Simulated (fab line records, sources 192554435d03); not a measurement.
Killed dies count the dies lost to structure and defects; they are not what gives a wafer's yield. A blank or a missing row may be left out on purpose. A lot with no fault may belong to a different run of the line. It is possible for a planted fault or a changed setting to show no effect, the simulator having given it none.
Which tool did it? -- flow n5Finfet -- Sampling: 11 lots, 33 wafers, 5 of 1938 route steps

WHAT THE GAUGES READ, wafer by wafer
N5_BEOL_M5_THK_MEAS_01.
lot,measured,on,M5_ILD_THK (nm)
L125,day 8 23:53,filmMetro-01,120.6 118.9 121.5
L130,day 10 01:39,filmMetro-01,137.9 137.9 141.2
L131,day 10 09:45,filmMetro-02,138.1 139.6 139.2
L132,day 10 13:16,filmMetro-01,140.2 139.0 139.9
L134,day 11 06:29,filmMetro-02,120.4 122.2 123.1
L136,day 11 13:01,filmMetro-02,119.0 120.2 120.9
L137,day 11 20:25,filmMetro-02,122.5 120.0 123.4
L139,day 12 04:20,filmMetro-02,119.8 119.7 122.1
L140,day 12 15:41,filmMetro-02,116.9 117.7 119.3
L142,day 13 08:55,filmMetro-01,117.7 119.4 120.8
L144,day 13 14:18,filmMetro-02,119.4 118.8 121.9

WHAT TOOL EACH LOT RAN ON (gives the tool, then ch and the chambers of the sampled wafers, and finally the start)
lot,N5_BEOL_M4_DEGAS_44,N5_BEOL_M4_ALD_84,N5_BEOL_M4_ANNEAL_51,N5_BEOL_M5_CURE_79
L125,"pvdSputter-01, day 8 17:05","aldMetal-01 ch 1,3, day 8 17:19","rtpAnneal-02 ch 0, day 8 21:29","uvCure-03 ch 0, day 8 23:27"
L130,"pvdSputter-03, day 9 20:25","aldMetal-02 ch 1,2,3, day 9 20:31","rtpAnneal-01 ch 0, day 9 23:10","uvCure-01 ch 1, day 10 01:08"
L131,"pvdSputter-02, day 10 04:38","aldMetal-04 ch 0,2,3, day 10 04:44","rtpAnneal-02 ch 0, day 10 07:18","uvCure-03 ch 0, day 10 09:19"
L132,"pvdSputter-03, day 10 07:29","aldMetal-02 ch 0,2,3, day 10 07:35","rtpAnneal-01 ch 0, day 10 10:49","uvCure-03 ch 1, day 10 12:45"
L134,"pvdSputter-03, day 11 00:50","aldMetal-04 ch 0,2,3, day 11 00:57","rtpAnneal-02 ch 0, day 11 03:28","uvCure-01 ch 0, day 11 05:29"
L136,"pvdSputter-01, day 11 07:56","aldMetal-04 ch 1,3, day 11 08:02","rtpAnneal-01 ch 0, day 11 10:38","uvCure-03 ch 2, day 11 12:39"
L137,"pvdSputter-03, day 11 15:09","aldMetal-01 ch 1,2,3, day 11 15:15","rtpAnneal-01 ch 0, day 11 18:06","uvCure-02 ch 0, day 11 20:09"
L139,"pvdSputter-02, day 11 23:16","aldMetal-04 ch 0,2,3, day 11 23:22","rtpAnneal-02 ch 0, day 12 01:55","uvCure-03 ch 2, day 12 03:54"
L140,"pvdSputter-03, day 12 10:35","aldMetal-04 ch 0,3, day 12 10:41","rtpAnneal-02 ch 0, day 12 13:14","uvCure-03 ch 1, day 12 15:10"
L142,"pvdSputter-03, day 13 03:52","aldMetal-01 ch 0,1, day 13 03:58","rtpAnneal-01 ch 0, day 13 06:26","uvCure-02 ch 0, day 13 08:24"
L144,"pvdSputter-02, day 13 09:09","aldMetal-04 ch 0,2,3, day 13 09:23","rtpAnneal-02 ch 0, day 13 11:52","uvCure-03 ch 2, day 13 13:52"
- N5_BEOL_M4_DEGAS_44: time 60 s.
- N5_BEOL_M4_ALD_84: deposits TaN, pulse time 2 s, purge time 3 s, co reactant purge time 2 s.
- N5_BEOL_M4_ANNEAL_51: time 90 s.
- N5_BEOL_M5_CURE_79: cures SiCOH lowk, time 240 s.

THE ANSWER, worked out from the rows above alone
Rule: the usual values come from the lots themselves. The widest of any qualifying gaps counts: lots, ordered by their means at a reading, are off when they make up no more than a third of the lots, leave a main group of 4 or more, and stand apart from it by 3 or more times the standard deviation of that group's means. If all means in a main group match to the digits the tables above print for the reading, that group is not used. A lot without any number at a reading at which 4 lots or more have one is off too. The other lots that the step has rows for count as sound.
Off: L130, L131, L132, seen at N5_BEOL_M5_THK_MEAS_01 (M5_ILD_THK). Main group: mean 120.3 nm, sd 1.2.
If a tool, at a process step before that reading, ran all the lots that are off and no sound lot after the first of them, it fits. Gauges at N5_BEOL_M5_THK_MEAS_01: tried the same way as those tools. Of those tried, none fits.

WHAT THE SIMULATOR PUT IN
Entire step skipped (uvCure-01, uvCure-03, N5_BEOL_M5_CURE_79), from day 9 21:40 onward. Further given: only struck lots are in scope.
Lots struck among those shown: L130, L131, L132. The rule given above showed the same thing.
